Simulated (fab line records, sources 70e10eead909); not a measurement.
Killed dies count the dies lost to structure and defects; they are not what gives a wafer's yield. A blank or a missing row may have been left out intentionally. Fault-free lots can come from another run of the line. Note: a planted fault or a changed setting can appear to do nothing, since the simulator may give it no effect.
Which tool did it? :: flow nandHarc :: 12 lots, 36 wafers sampled, at 3 steps of a route of 1159

## WHAT THE GAUGES SHOWED, per wafer
NHARC_P_GATE_INSPECT_68.
lot: L075
measured: day 5 12:46
on: defectInspect-01
rawDefectCount: 200 154 336

lot: L077
measured: day 6 04:32
on: defectInspect-02
rawDefectCount: 266 173 233

lot: L079
measured: day 6 16:36
on: defectInspect-01
rawDefectCount: 160 221 252

lot: L081
measured: day 7 09:29
on: defectInspect-02
rawDefectCount: 275 152 122

lot: L083
measured: day 7 23:07
on: defectInspect-02
rawDefectCount: 109 213 166

lot: L085
measured: day 8 04:28
on: defectInspect-02
rawDefectCount: 279 251 191

lot: L087
measured: day 8 20:16
on: defectInspect-02
rawDefectCount: 195 217 209

lot: L089
measured: day 8 23:11
on: defectInspect-02
rawDefectCount: 313 280 240

lot: L091
measured: day 9 12:26
on: defectInspect-02
rawDefectCount: 111 174 166

lot: L093
measured: day 10 14:08
on: defectInspect-01
rawDefectCount: 220 188 252

lot: L095
measured: day 10 19:32
on: defectInspect-01
rawDefectCount: 441 199 359

lot: L097
measured: day 11 06:10
on: defectInspect-01
rawDefectCount: 220 205 201

## WHAT TOOL EACH LOT RAN ON (gives the tool, then ch and the chambers of the sampled wafers, and finally the start)
lot: L075
NHARC_P_GATE_DESCUM_31: rieDiel-09 ch 0,1,3, day 4 17:29
NHARC_P_GATE_ALD_36: aldSin-04 ch 0,2, day 4 19:48

lot: L077
NHARC_P_GATE_DESCUM_31: rieDiel-09 ch 0,1,2, day 5 10:14
NHARC_P_GATE_ALD_36: aldSin-03 ch 0,2, day 5 11:31

lot: L079
NHARC_P_GATE_DESCUM_31: rieDiel-09 ch 1,3, day 5 21:58
NHARC_P_GATE_ALD_36: aldSin-02 ch 1,2, day 6 00:34

lot: L081
NHARC_P_GATE_DESCUM_31: rieDiel-09 ch 1,2, day 6 14:09
NHARC_P_GATE_ALD_36: aldSin-03 ch 2,3, day 6 16:02

lot: L083
NHARC_P_GATE_DESCUM_31: rieDiel-02 ch 0,1,3, day 7 04:14
NHARC_P_GATE_ALD_36: aldSin-02 ch 0,2,3, day 7 05:32

lot: L085
NHARC_P_GATE_DESCUM_31: rieDiel-09 ch 0,1,3, day 7 09:41
NHARC_P_GATE_ALD_36: aldSin-04 ch 0,1, day 7 11:18

lot: L087
NHARC_P_GATE_DESCUM_31: rieDiel-02 ch 0,1,3, day 8 00:47
NHARC_P_GATE_ALD_36: aldSin-04 ch 1,2, day 8 02:05

lot: L089
NHARC_P_GATE_DESCUM_31: rieDiel-09 ch 0,1, day 8 00:35
NHARC_P_GATE_ALD_36: aldSin-02 ch 0,2,3, day 8 04:45

lot: L091
NHARC_P_GATE_DESCUM_31: rieDiel-02 ch 2,3, day 8 17:48
NHARC_P_GATE_ALD_36: aldSin-03 ch 0,2,3, day 8 20:17

lot: L093
NHARC_P_GATE_DESCUM_31: rieDiel-09 ch 2,3, day 9 18:50
NHARC_P_GATE_ALD_36: aldSin-02 ch 0,1,3, day 9 22:33

lot: L095
NHARC_P_GATE_DESCUM_31: rieDiel-02 ch 0,1,2, day 10 01:25
NHARC_P_GATE_ALD_36: aldSin-04 ch 0,2,3, day 10 02:40

lot: L097
NHARC_P_GATE_DESCUM_31: rieDiel-09 ch 0,3, day 10 11:42
NHARC_P_GATE_ALD_36: aldSin-03 ch 1,2, day 10 12:58
- NHARC_P_GATE_DESCUM_31: chemistry O2, time 3 s.
- NHARC_P_GATE_ALD_36: deposits SiNx, target thk 20 nm, pulse time 60 s, ald cycles 223.

## THE ANSWER, worked out from the rows above alone
Rule: what is usual is taken from the lots themselves. The widest of any qualifying gaps counts: lots, ordered by their means at a reading, are off when they make up no more than a third of the lots, leave a main group of 4 or more, and stand apart from it by 3 or more times the standard deviation of that group's means. A main group whose means are all the same, to the digits that the tables above print for the reading, isn't used. A lot without any number at a reading at which 4 lots or more have one is off too. The other lots that the step has rows for count as sound.
None of the lots is off at any reading shown; this tells nothing.

## WHAT HAD BEEN PUT IN BY THE SIMULATOR
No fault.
